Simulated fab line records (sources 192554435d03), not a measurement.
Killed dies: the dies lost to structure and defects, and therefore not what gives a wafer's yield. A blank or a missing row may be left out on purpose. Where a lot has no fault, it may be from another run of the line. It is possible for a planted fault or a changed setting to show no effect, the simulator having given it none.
Struck lot and sound lot, side by side -- flow n5_finfet -- 16 out of 1938 route steps
Sound: these wafers, L766.2, L766.3, L766.6. Struck: wafer L777.6; the same lot's L777.4 was not struck, so it is left out; see the end for the cause.
Each step with rows lists, per side, the tool, then ch with its chambers, then its first start. Under that, the readings that differ: sound wafers -- struck wafers -- difference of the means -- sigmas: that difference in standard deviations of wafers without a fault.
alike: readings with means less than 2 such deviations apart, plus words and numbers identical on both sides. not compared: withheld readings, readings lacking a value on some wafer, bounds such as >300 that could conceal the same value, and numbers that have no deviation in the record and whose values overlap.
The two part at a step that has a row with sigmas, a row that says differs or no value, or rows on one side only. Numbers that don't overlap but have no deviation are shown without sigmas and don't part them. A reading missing from all wafers of one side parts the sides only when that side holds two or more wafers.

first, 4 steps without rows for these wafers: N5_BEOL_M4_SOFTBAKE_23 (time 60 s); N5_BEOL_M4_EXPOSE_25 (exposes mask V3, defocus 5 nm); N5_BEOL_M4_PEB_26 (peb time 60 s); N5_BEOL_M4_DEVELOP_27 (develop time 30 s).
N5_BEOL_M4_CD_MEAS_28: target cd 26.2 nm, target cd y 24.1 nm.
  sound on cd_sem-03 ch 0, day 11 04:46; struck on cd_sem-02 ch 0, day 13 08:05
  alike: cd_nm
N5_BEOL_M4_OVL_MEAS_29:
  sound on overlay-02 ch 0, day 11 04:48; struck on overlay-01 ch 0, day 13 08:08
reading,sound,struck,difference,sigmas
V3_OVL (nm),1.3 0.3 0.3,-1.5,-2.1,-3
N5_BEOL_M4_INSPECT_30: inspects for defects (brightfield).
  sound on defect_inspect-02, day 11 04:51; struck on defect_inspect-02, day 13 08:11
  alike: raw_defect_count
N5_BEOL_M4_DESCUM_33: chemistry O2, time 7 s.
  sound on rie_diel-01 ch 1,2,3, day 11 04:53; struck on rie_diel-01 ch 3, day 13 08:13
  alike: bias_power_w, drypump_motor_current_A, oes_product_au, rf_vpp_V, showerhead_plenum_p_Torr, throttle_valve_pct
  not compared: rf_hours_counter_h
N5_BEOL_M4_ETCH_77: etches underlayer in N2/H2, target depth 6.5 nm, time 5.2 s.
  sound on rie_diel-01 ch 1,2,3, day 11 04:55; struck on rie_diel-01 ch 3, day 13 08:14
  alike: drypump_motor_current_A, etch_rf_on_time_s, oes_product_au, rf_vpp_V, showerhead_plenum_p_Torr, throttle_valve_pct
  not compared: rf_hours_counter_h
N5_BEOL_M4_ETCH_69: etches SiARC in CF4, target depth 15.6 nm, time 26 s.
  sound on rie_diel-01 ch 1,2,3, day 11 04:56; struck on rie_diel-01 ch 3, day 13 08:16
reading,sound,struck,difference,sigmas
rf_vpp_V (V),184.5 185.3 184.5,182.3,-2.5,-2
  alike: drypump_motor_current_A, etch_rf_on_time_s, oes_product_au, showerhead_plenum_p_Torr, throttle_valve_pct
  not compared: rf_hours_counter_h
N5_BEOL_M4_ALD_98: deposits SiO2, target thk 2.5 nm, pulse time 1 s, co reactant pulse time 1 s.
  sound on ald_sin-01 ch 0,3, day 11 05:01; struck on ald_sin-01 ch 3, day 13 08:32
  alike: heater_power_w, precursor_pulse_height_rel, susceptor_temp_C
  not compared: since_wet_clean_h
N5_BEOL_M4_ETCHBACK_99: etches SiO2 in CHF3, target depth 5 nm, time 10.4 s.
  sound on rie_diel-01 ch 0,3, day 11 05:38; struck on rie_diel-03 ch 2, day 14 01:59
reading,sound,struck,difference,sigmas
oes_product_au (a.u.),0.86 0.87 0.87,0.72,-0.15,-2
throttle_valve_pct (%),16.99 16.87 16.85,17.26,+0.36,+2
  alike: drypump_motor_current_A, rf_vpp_V, showerhead_plenum_p_Torr
  not compared: rf_hours_counter_h
N5_BEOL_M4_ETCH_70: etches SOC in N2/H2, target depth 80 nm, overetch 24 nm, time 130 s.
  sound on rie_diel-01 ch 0,3, day 11 05:40; struck on rie_diel-03 ch 2, day 14 02:01
reading,sound,struck,difference,sigmas
oes_product_au (a.u.),0.62 0.63 0.65,0.53,-0.10,-2
throttle_valve_pct (%),17.68 17.51 17.52,18.03,+0.46,+2
model.SiARC_of_BEOL_M4_COAT_68.thk_nm (nm),5.8 5.8 5.8,6.8,+1.0,
  alike: drypump_motor_current_A, rf_vpp_V, showerhead_plenum_p_Torr
  not compared: rf_hours_counter_h
then, 1 step without rows for these wafers: N5_BEOL_M4_STRIP_71 (strips in N2/H2).
N5_BEOL_M4_RC_MEAS_101:
  sound on prober-01 ch 0, day 11 10:02; struck on prober-01 ch 0, day 14 07:03
  alike: DIBL_N, DIBL_P, IOFF_N, IOFF_P, ION_N, ION_P, SS_N, SS_P, VT_N, VT_P
-- a jump in the record: the struck wafers' starts before and after are 5 days apart (it breaks off in module BEOL_M4 and resumes in module PASSIVATION, where the first step shown is number 1936 of the route) --
N5_PASSIVATION_PROBE_49:
  sound on prober-02, day 16 03:19; struck on prober-02, day 19 02:23
reading,sound,struck,difference,sigmas
killed_at_M0_to_M3,54 65 42,26,-28,-3
  alike: defect_limited_yield, killed_at_M4_up, killed_at_contacts, killed_at_front_end, killed_at_other, killed_dies, killed_open, killed_short, sort_bin_5_function, sort_bin_6_memory, sort_bin_8_speed, sort_n_pass, sort_yield_pct

== WHERE THEY PART ==
Last at N5_PASSIVATION_PROBE_49 as far as this record goes, first at N5_BEOL_M4_OVL_MEAS_29.

WHY: what had been put in by the simulator
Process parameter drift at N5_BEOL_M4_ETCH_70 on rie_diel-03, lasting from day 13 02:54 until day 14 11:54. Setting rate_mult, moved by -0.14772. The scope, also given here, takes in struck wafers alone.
